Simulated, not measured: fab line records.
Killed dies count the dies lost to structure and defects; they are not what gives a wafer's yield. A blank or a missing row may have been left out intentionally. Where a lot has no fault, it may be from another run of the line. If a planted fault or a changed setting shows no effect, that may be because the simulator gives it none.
fab line records	flow n5-finfet
record: lots: 4	wafers: 12	last-day: 18
route steps=1938 shown STI_FIN_REVEAL@184 DUMMY_GATE@212 BEOL_M4@1111 PASSIVATION@1936
lots that met no fault: from a run of the same line without faults
start-h: hours from the record's opening day to when the first of the lot's shown wafers began	wait-h: hours elapsed since this lot's preceding step	" as in the row above	L1.1+2: one row covering several wafers at once	- either no value or no given start	* or withheld: withheld	< > ~ a bound
route shown NAME@n: NAME is a module with steps in the file, n the number in the route of the first one	usual: average and standard deviation across the fault-free wafers	same: alike in all rows	chamber/n: place in a boat	sites: readings site by site	_std_site: their standard deviation	_edge_site: the outer-site mean with the inner-site mean subtracted	radius-mm: how far each site lies from the wafer's centre	mask NAME#n: copy n	behind: the last tool/chamber to shape the wafer	hold: why the lot was held/for how many hours/how that ended	device: names the non-switching transistor (n, p or np)	end of line: the tests these same wafers got at the end of their route	a step with no rows: only its recipe	killed: count of dies lost to structure and defects at first sort (not the wafer's yield)	map: dies across one wafer; x = killed, . = not, _ = none there
set.NAME: setting as actually run; set.NAME@STEP: the setting as run at that earlier step	model.NAME: the simulator's own value behind a step, which no gauge read
certain route steps with their lots: each step a table, each wafer a row
services: a tool's chamber out of use, with start hour (start-h, from the record's first day; less than 0 if before it), hours out, and reason
== steps ==
step: N5_STI_FIN_REVEAL_ALD_14
recipe: material: Si3N4	target-thk-a: 30	temp-c: 400	ald-precursor-family: SiH2I2	ald-co-reactant: N2/H2-plasma	pressure-torr: 2
step: N5_STI_FIN_REVEAL_FCVD_FILL_01
recipe: material: SiO2_flowable	target-thk-a: 3120	temp-c: 100	pressure-torr: 0.8	rf-w: 2000	time-s: 512.2
step: N5_STI_FIN_REVEAL_DENSIFY_02
recipe: temp-c: 650	ambient: steam	time-s: 1800	idle-temp-c: 400	densification-p-h2o-torr: 640
step: N5_STI_FIN_REVEAL_CMP_04
recipe: stop-on: Si3N4	t-overpolish-s: 4	down-force-psi: 2	platen-rpm: 54.18	post-cmp-clean: alkaline-brush	pad-velocity-m-s: 1.078	target-thk-nm: 131.83
step: N5_STI_FIN_REVEAL_DENSIFY_30
recipe: temp-c: *	time-s: *	ambient: N2	idle-temp-c: 600	ramp-up-c-per-s: 150	ramp-down-c-per-s: 60	cool-to-c: 600
step: N5_STI_FIN_REVEAL_ETCHBACK_08
recipe: chemistry: C4F6/O2	target: SiO2	target-depth-a: 305	time-s: 10.167	ion-energy-ev: 250	pressure-mtorr: 30	source-w: 345	bias-w: 185	Ar_flow_sccm: 300	C4F6_flow_sccm: 10	O2_flow_sccm: 10
step: N5_STI_FIN_REVEAL_STRIP_24
recipe: chemistry: N2/H2	time-s: 90	power-w: 100	temp-c: 40	pressure-mtorr: 100	rf-frequency-hz: 6e+07	bias-power-w: 3	n2-flow-sccm: 300	h2-flow-sccm: 300
step: N5_STI_FIN_REVEAL_PRECLEAN_25
recipe: chemistry: SPM	time-s: 90	temp-c: 120	mix: 4:1
step: N5_STI_FIN_REVEAL_PRECLEAN_26
recipe: chemistry: SC1	time-s: 45	temp-c: 46	mix: 1:2:100
step: N5_STI_FIN_REVEAL_PRECLEAN_29
recipe: chemistry: DHF	time-s: 30	temp-c: 25	dilution: 300:1
step: N5_STI_FIN_REVEAL_SRD_12
recipe: time-s: 30	temp-c: 23	rinse-liquid: diw	dry: ipa-marangoni
step: N5_STI_FIN_REVEAL_RECESS_09
recipe: chemistry: HF/NH3	target: SiO2	afs-cycles: 11	target-depth-a: 425	temp-c: 30	sublimation-temp-c: 180	sublimation-time-s: 60
usual: drypump-motor-current-A: 6.1/0.38	temp-c: 30.00/0.11
same: sublimation-time-s: 60
lot.wafer	tool	chamber	start-h	wait-h	drypump-motor-current-A	temp-c
L932.1	vapor-etch-01	0	40.68	0.0	6.6	30.11
L932.3	"	1	"	"	5.7	30.06
L932.6	"	1	"	"	5.7	30.10
L946.4	vapor-etch-01	0	126.22	0.6	6.6	31.80
L946.5	"	0	"	"	6.6	31.73
L946.6	"	1	"	"	5.7	31.64
L947.1	vapor-etch-01	0	131.37	0.0	6.6	31.76
L947.5	"	1	132.43	1.1	5.7	31.77
L947.6	"	0	"	"	6.6	31.69
L954.1	vapor-etch-02	0	171.64	0.0	6.2	30.09
L954.2	"	1	"	"	5.7	29.90
L954.4	"	1	"	"	5.7	29.83
step: N5_STI_FIN_REVEAL_STRIP_16
recipe: chemistry: H3PO4	material: SiNx	temp-c: 165	target-depth-a: 238	overetch-fraction: 0.4964	dry: ipa-marangoni
step: N5_STI_FIN_REVEAL_PRECLEAN_17
recipe: chemistry: NF3:NH3	afs-cycles: 1	temp-c: 30	time-s: 20	sublimation-temp-c: 180	sublimation-time-s: 60	pressure-torr: 3	rf-power-w: 30
step: N5_STI_FIN_REVEAL_ETCH_34
recipe: chemistry: H2	mode: isotropic	material: Si	target: Si	target-depth-a: 9.7	temp-c: 20	pressure-mtorr: 4.5	icp-w: 300	bias-w: 0	h2-flow-sccm: 7.5	he-flow-sccm: 142.5
step: N5_STI_FIN_REVEAL_OXIDATION_31
recipe: chemistry: O2_PLASMA_REMOTE	temp-c: 150	time-s: 20	pressure-mtorr: 1000	source-power-w: 2000	o2-flow-sccm: 3000
step: N5_STI_FIN_REVEAL_PRECLEAN_32
recipe: chemistry: NF3:NH3	afs-cycles: 1	temp-c: 30	time-s: 20	sublimation-temp-c: 180	sublimation-time-s: 60	pressure-torr: 3	rf-power-w: 30
step: N5_STI_FIN_REVEAL_STRIP_35
recipe: chemistry: H3PO4	material: Si3N4	temp-c: 165	target-depth-a: 40	time-s: 39
step: N5_STI_FIN_REVEAL_SRD_21
recipe: dry: ipa-marangoni	time-s: 30	temp-c: 23	rinse-liquid: diw
step: N5_STI_FIN_REVEAL_OXIDATION_33
recipe: chemistry: O2_PLASMA_REMOTE	temp-c: 150	time-s: 20	pressure-mtorr: 1000	source-power-w: 2000	o2-flow-sccm: 3000
step: N5_STI_FIN_REVEAL_CLEAN_19
recipe: chemistry: O3/DIW	temp-c: 25	time-s: 120	o3-ppm: 10
step: N5_STI_FIN_REVEAL_SRD_23
recipe: dry: ipa-marangoni	time-s: 30	temp-c: 23	rinse-liquid: diw
step: N5_STI_FIN_REVEAL_FIN_H_MEAS_10
usual: trench-depth-nm: 52.2/0.73
lot.wafer	tool	chamber	start-h	wait-h	trench-depth-nm
L932.1	ocd-02	-	43.45	0.0	51.4
L932.3	"	-	"	"	52.0
L932.6	"	-	"	"	51.3
L946.4	ocd-02	-	128.53	0.0	50.5
L946.5	"	-	"	"	49.8
L946.6	"	-	"	"	50.1
L947.1	ocd-01	-	134.09	0.0	49.6
L947.5	"	-	"	"	50.1
L947.6	"	-	"	"	50.5
L954.1	ocd-01	-	174.46	0.0	51.5
L954.2	"	-	"	"	51.0
L954.4	"	-	"	"	50.7
step: N5_STI_FIN_REVEAL_PRECLEAN_18
recipe: chemistry: SC2	time-s: 45	temp-c: 35	mix: 1:1:50
step: N5_STI_FIN_REVEAL_SRD_28
recipe: dry: ipa-marangoni	time-s: 30	temp-c: 23	rinse-liquid: diw
step: N5_DUMMY_GATE_PRECLEAN_00
recipe: chemistry: O3/DIW	time-s: 60	temp-c: 22	o3-ppm: 10
step: N5_DUMMY_GATE_SRD_01
recipe: time-s: 30	temp-c: 23	rinse-liquid: diw	dry: ipa-marangoni
step: N5_DUMMY_GATE_ALD_02
recipe: material: SiO2	target-thk-a: 20	temp-c: 300	ald-precursor-family: BDEAS	ald-co-reactant: O2-plasma	pulse-time-s: 1	pressure-torr: 2
step: N5_DUMMY_GATE_CVD_03
recipe: material: a-Si	target-thk-a: 1500	temp-c: 530	precursor: SiH4	time-s: 8042
step: N5_DUMMY_GATE_PRECLEAN_46
recipe: chemistry: DIW	time-s: 89.5	temp-c: 23
step: N5_DUMMY_GATE_SRD_47
recipe: dry-time-s: 32	dry: n2-spin	spin-rpm: 1500
step: N5_DUMMY_GATE_CMP_04
recipe: material: a-Si	post-cmp-clean: alkaline-brush
step: N5_DUMMY_GATE_HM_DEP_06
recipe: material: SiNx	target-thk-a: 800	precursor: DCS/NH3	temp-c: 700	pressure-mtorr: 300	time-s: 5141
step: N5_DUMMY_GATE_PECVD_30
recipe: material: SiO2	target-thk-a: 550	temp-c: 400	precursor: TEOS/O2	pressure-torr: 6.5	rf-w: withheld	teos-flow-sccm: withheld	gas: O2	flow-sccm: 2650	time-s: 10.8
step: N5_DUMMY_GATE_COAT_34
recipe: resist: SOC	temp-c: 250	time-s: 60	spin-rpm: 1500	resist-thk-nm: 60
step: N5_DUMMY_GATE_COAT_35
recipe: resist: SiARC	temp-c: 220	time-s: 60	spin-rpm: 1500	resist-thk-nm: 10
step: N5_DUMMY_GATE_COAT_28
recipe: resist: underlayer	temp-c: 205	time-s: 60	spin-rpm: 1500	resist-thk-nm: 10
step: N5_DUMMY_GATE_COAT_09
recipe: resist: CAR-EUV	spin-rpm: 1500	resist-thk-nm: 30
step: N5_BEOL_M4_RC_MEAS_101
usual: DIBL_N: 36.4/1.7	DIBL_P: 36.4/2.1	IOFF_N: 0.16/0.035	IOFF_P: 0.21/0.035	ION_N: 680/11	ION_P: 465/6.8	SS_N: 71.5/0.58	SS_P: 73.2/0.72	VT_N: 249/3.6	VT_P: -250/3.1
lot.wafer	tool	chamber	start-h	wait-h	DIBL_N[mV/V]	DIBL_P[mV/V]	IOFF_N[nA/um]	IOFF_P[nA/um]	ION_N[uA/um]	ION_P[uA/um]	SS_N[mV/dec]	SS_P[mV/dec]	VT_N[mV]	VT_P[mV]
L932.1	prober-02	0	176.76	0.0	37.5	37.9	0.19	0.24	683	471	72.2	73.5	247	-249
L932.3	"	0	"	"	36.1	36.7	0.17	0.22	689	471	70.7	73.2	247	-247
L932.6	"	0	"	"	33.6	33.1	0.12	0.17	659	451	70.7	72.1	254	-251
L946.4	prober-02	0	261.21	0.5	32.4	31.8	0.10	0.15	639	442	70.9	71.8	255	-257
L946.5	"	0	"	"	36.1	35.1	0.16	0.18	644	438	72.6	72.8	253	-256
L946.6	"	0	"	"	34.5	35.0	0.14	0.18	648	447	71.3	72.6	252	-252
L947.1	prober-01	0	268.45	0.0	37.6	37.6	0.18	0.21	638	438	72.2	73.5	252	-254
L947.5	"	0	"	"	36.3	36.4	0.16	0.20	652	449	70.3	73.0	251	-251
L947.6	"	0	"	"	35.4	34.7	0.13	0.17	652	444	71.2	72.6	258	-254
L954.1	prober-01	0	309.46	0.0	37.1	37.3	0.17	0.24	685	471	71.3	73.8	249	-247
L954.2	"	0	"	"	37.0	36.5	0.16	0.23	674	461	71.4	73.7	250	-248
L954.4	"	0	"	"	36.6	35.0	0.15	0.21	668	462	71.9	73.1	251	-250
step: N5_PASSIVATION_PROBE_49
usual: defect-limited-yield: 91.3/1.4	killed_at_M0_to_M3: 36/11	killed_at_M4_up: 13/5.2	killed-at-contacts: 13/6.5	killed-at-front-end: 37/11	killed-at-other: 3.6/2.9	killed-dies: 103/17	killed-on-rim: 13/3.6	killed-open: 68/12	killed-short: 33/7.3	sort_bin_5_function: 5.2/0.91	sort_bin_6_memory: 3.2/0.67	sort_bin_8_speed: 0.00/0.0099	sort-n-pass: 1077/17	sort-yield-pct: 91.3/1.4
same: gross-dies: 1180	killed-at-back-side: 0	sort_bin_4_leakage[%]: 0
lot.wafer	tool	chamber	start-h	wait-h	defect-limited-yield[%]	killed_at_M0_to_M3	killed_at_M4_up	killed-at-contacts	killed-at-front-end	killed-at-other	killed-dies	killed-on-rim	killed-open	killed-short	sort_bin_5_function[%]	sort_bin_6_memory[%]	sort_bin_8_speed[%]	sort-n-pass	sort-yield-pct[%]
L932.1	prober-01	-	278.73	0.0	92.6	38	11	8	30	0	87	9	54	32	4.1	2.8	0	1093	92.6
L932.3	prober-01	-	278.83	0.1	92.5	38	11	6	32	1	88	9	59	29	3.7	3.7	0	1092	92.5
L932.6	prober-01	-	278.98	0.3	92.3	31	11	10	38	1	91	11	62	29	4.4	3.0	0	1089	92.3
L946.4	prober-02	-	367.27	0.2	90.4	32	22	10	39	10	113	9	77	35	5.7	3.5	1.86	1045	88.6
L946.5	prober-02	-	367.32	0.2	92.4	27	17	15	23	8	90	9	66	23	5.0	2.5	5.51	1025	86.9
L946.6	prober-02	-	367.37	0.3	90.8	31	21	16	38	2	108	14	79	29	5.2	3.6	0	1072	90.8
L947.1	prober-01	-	379.81	0.0	92.1	39	7	4	39	4	93	15	64	29	4.6	2.9	1.78	1066	90.3
L947.5	prober-01	-	380.01	0.2	90.5	41	7	17	43	4	112	12	78	32	5.4	3.6	0	1068	90.5
L947.6	prober-01	-	380.06	0.3	90.3	35	14	13	48	5	115	10	92	23	5.6	3.7	0.08	1064	90.2
L954.1	prober-01	-	427.29	0.0	92.1	12	14	20	45	2	93	11	61	28	5.4	2.3	0	1087	92.1
L954.2	prober-01	-	427.34	0.1	90.0	27	10	10	71	0	118	12	79	39	7.0	2.8	0	1062	90.0
L954.4	prober-01	-	427.44	0.2	90.4	25	16	20	51	1	113	8	74	37	5.7	3.7	0	1067	90.4
killed by level:class
L932.1 BEOL_M0_SAQP:geometric-particle:open=13 FIN_SAQP:geometric-particle:open=8 BEOL_M0_SAQP:geometric-particle:short=8 BEOL_M4:geometric-particle:open=5 BEOL_M1:geometric-particle:open=5 FIN_SAQP:geometric-particle:short=4 STI_FIN_REVEAL:geometric-particle:open=4 MOL_CONTACT_COAG:geometric-particle:short=4
L932.3 FIN_SAQP:geometric-particle:short=10 BEOL_M3:geometric-particle:open=10 FIN_SAQP:geometric-particle:open=8 BEOL_M1:geometric-particle:open=8 BEOL_M2:geometric-particle:open=7 BEOL_M0_SAQP:geometric-particle:short=6 STI_FIN_REVEAL:geometric-particle:open=4 MOL_CONTACT_COAG:geometric-particle:open=4
L932.6 STI_FIN_REVEAL:geometric-particle:open=10 FIN_SAQP:geometric-particle:open=8 FIN_SAQP:geometric-particle:short=7 BEOL_M0_SAQP:geometric-particle:short=7 BEOL_M1:geometric-particle:open=7 BEOL_M3:geometric-particle:open=7 MOL_CONTACT_COAG:geometric-particle:open=6 BEOL_M4:geometric-particle:open=6
L946.4 FIN_SAQP:geometric-particle:open=12 FIN_SAQP:geometric-particle:short=7 MOL_CONTACT_COAG:geometric-particle:open=7 BEOL_M1:geometric-particle:open=7 BEOL_M5:geometric-particle:open=7 BEOL_M0_SAQP:geometric-particle:open=5 BEOL_M2:geometric-particle:open=5 BEOL_M4:geometric-particle:open=5
L946.5 MOL_CONTACT_COAG:geometric-particle:open=12 BEOL_M1:geometric-particle:open=9 BEOL_M0_SAQP:geometric-particle:open=6 BEOL_M4:geometric-particle:open=6 BEOL_M2:geometric-particle:open=5 DUMMY_GATE:geometric-particle:open=4 BEOL_M5:geometric-particle:open=4 FIN_SAQP:geometric-particle:open=3
L946.6 MOL_CONTACT_COAG:geometric-particle:open=12 FIN_SAQP:geometric-particle:open=10 BEOL_M0_SAQP:geometric-particle:open=7 DUMMY_GATE:geometric-particle:open=7 BEOL_M0_SAQP:geometric-particle:short=7 BEOL_M1:geometric-particle:open=7 STI_FIN_REVEAL:geometric-particle:open=6 BEOL_M4:geometric-particle:open=6
L947.1 FIN_SAQP:geometric-particle:open=15 BEOL_M3:geometric-particle:open=8 STI_FIN_REVEAL:geometric-particle:open=7 BEOL_M0:geometric-particle:open=6 FIN_SAQP:geometric-particle:short=5 BEOL_M2:geometric-particle:open=5 BEOL_M1:geometric-particle:short=4 BEOL_M5:geometric-particle:open=4
L947.5 BEOL_M3:geometric-particle:open=17 MOL_CONTACT_COAG:geometric-particle:open=15 FIN_SAQP:geometric-particle:open=13 BEOL_M2:geometric-particle:open=7 FIN_SAQP:geometric-particle:short=5 GATE_CUT:geometric-particle:open=5 BEOL_M0_SAQP:geometric-particle:short=5 STI_FIN_REVEAL:geometric-particle:open=4
L947.6 BEOL_M1:geometric-particle:open=16 MOL_CONTACT_COAG:geometric-particle:open=12 FIN_SAQP:geometric-particle:open=11 STI_FIN_REVEAL:geometric-particle:open=10 DUMMY_GATE:geometric-particle:open=7 BEOL_M5:geometric-particle:open=7 FIN_SAQP:geometric-particle:short=5 GATE_CUT:geometric-particle:short=5
L954.1 MOL_CONTACT_COAG:geometric-particle:open=17 FIN_SAQP:geometric-particle:short=10 FIN_SAQP:geometric-particle:open=8 STI_FIN_REVEAL:geometric-particle:open=8 DUMMY_GATE:geometric-particle:open=4 BEOL_M4:geometric-particle:open=4 ILD0:geometric-particle:open=3 GATE_CUT:geometric-particle:short=3
L954.2 FIN_SAQP:geometric-particle:open=15 FIN_SAQP:geometric-particle:short=12 STI_FIN_REVEAL:geometric-particle:open=11 DUMMY_GATE:geometric-particle:open=11 BEOL_M1:geometric-particle:open=9 GATE_CUT:geometric-particle:short=7 MOL_CONTACT_COAG:geometric-particle:open=7 BEOL_M0_SAQP:geometric-particle:open=6
L954.4 MOL_CONTACT_COAG:geometric-particle:open=17 FIN_SAQP:geometric-particle:open=12 FIN_SAQP:geometric-particle:short=10 BEOL_M2:geometric-particle:open=9 GATE_CUT:geometric-particle:short=7 STI_FIN_REVEAL:geometric-particle:open=6 BEOL_M3:geometric-particle:open=5 BEOL_M5:geometric-particle:open=5
map L946.4 (x killed, . not)
_________________............________________
______________...........x......_____________
___________.............x..........__________
__________...............x.........._________
________.........x......x.........x..._______
_______x.x...................x...x.x...______
______......x.............x..x.........._____
_____......x.............x.......x.......____
____........xx..............x.............___
___.x...........x..........x..xx...x.......__
___....x........x..............x........x..__
__x..........x.........x...................x_
__...x.......x.x...............x...x.....x.._
_x.......................................x...
_..xx...x...xx...............................
_............x...x........x.x.....x......xx.x
_..........xx.......x.x...x...............x..
_....x.......x........x..........x...........
_..x.........xx...........x..................
_.................x........................x.
_.............x....................x.....x...
__.........x............x.............xxx..._
__x.......x....x.x..........x..x............_
___..................x..x....x.x..x........__
___.....x...........x.....x.......x........__
____..............x.......................___
_____....x......x........................____
______.................x.xx....xx......._____
_______.x...........x..................______
________..........x.....x.x.......x..._______
__________....x....................._________
___________.....xx....x............__________
______________.................._____________
_________________.........x..________________
map L947.6 (x killed, . not)
_________________...x.x.....x________________
______________..............x..._____________
___________.....x..................__________
__________....x.............x......._________
________......x..............x........_______
_______.......x...x.x..................______
______...........x......x.x.....x......._____
_____.......................x............____
____........x........x...x..xx.........x..___
___....x.x...x........x.x..x........x......__
___.x......x.............x.x......x..x.....__
__..........x..x.........................x.._
__......xx.........x.................x..x..._
_..................x...........x.............
_...........x..x..x.........x........x.......
_........x...........x...................x...
_...............xx..........................x
_..............x.....................x.......
_..........x.x...xx.......x.....x..x.........
_......x......x......x............xx.....x...
_.......x.....x..x.........x.................
__......x...x.....x.x.x.....x..........x...._
__.............x....x.........x............._
___..........x....x........................__
___.xx.........................x..........x__
____..............x..x.........x..........___
_____...............xx..xx.x........x....____
______..........x......................._____
_______...................x............______
________......xx..x.x........x........_______
__________x.x..x................x.x._________
___________...............x........__________
______________.................._____________
_________________.......x....________________
== services ==
tool	chamber	start-h	hours	kind
vapor-etch-02	-	162.38	2.8	pm
== key ==
first-sign: step: N5_STI_FIN_REVEAL_RECESS_09	reading: temp-c	direction: up	sigmas: 16	usual: *	struck: *
effect: step: N5_STI_FIN_REVEAL_FIN_H_MEAS_10	reading: trench-depth-nm	direction: down	sigmas: 2.8	usual: 52.2	struck: 50.1
effect: step: N5_BEOL_M4_RC_MEAS_101	reading: ION_P	direction: down	sigmas: 3.2	usual: 465	struck: 443
effect: step: N5_BEOL_M4_RC_MEAS_101	reading: ION_N	direction: down	sigmas: 3	usual: 680	struck: 645
effect: step: N5_PASSIVATION_PROBE_49	reading: sort_bin_8_speed	direction: up	sigmas: 18	usual: 0.00	struck: 1.54	wafers-moved: 3
met-at N5_STI_FIN_REVEAL_RECESS_09
struck-wafers L946.4,L946.5,L946.6,L947.1,L947.5,L947.6
onset-between 40.68 126.22
fault: kind: process-parameter-drift	tool: vapor-etch-01	chamber: -	onset-h: 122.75	steps: N5_STI_FIN_REVEAL_RECESS_09	channel: temp-c	offset: *	shape: step	end-h: 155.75	acts-in: *	stated: *
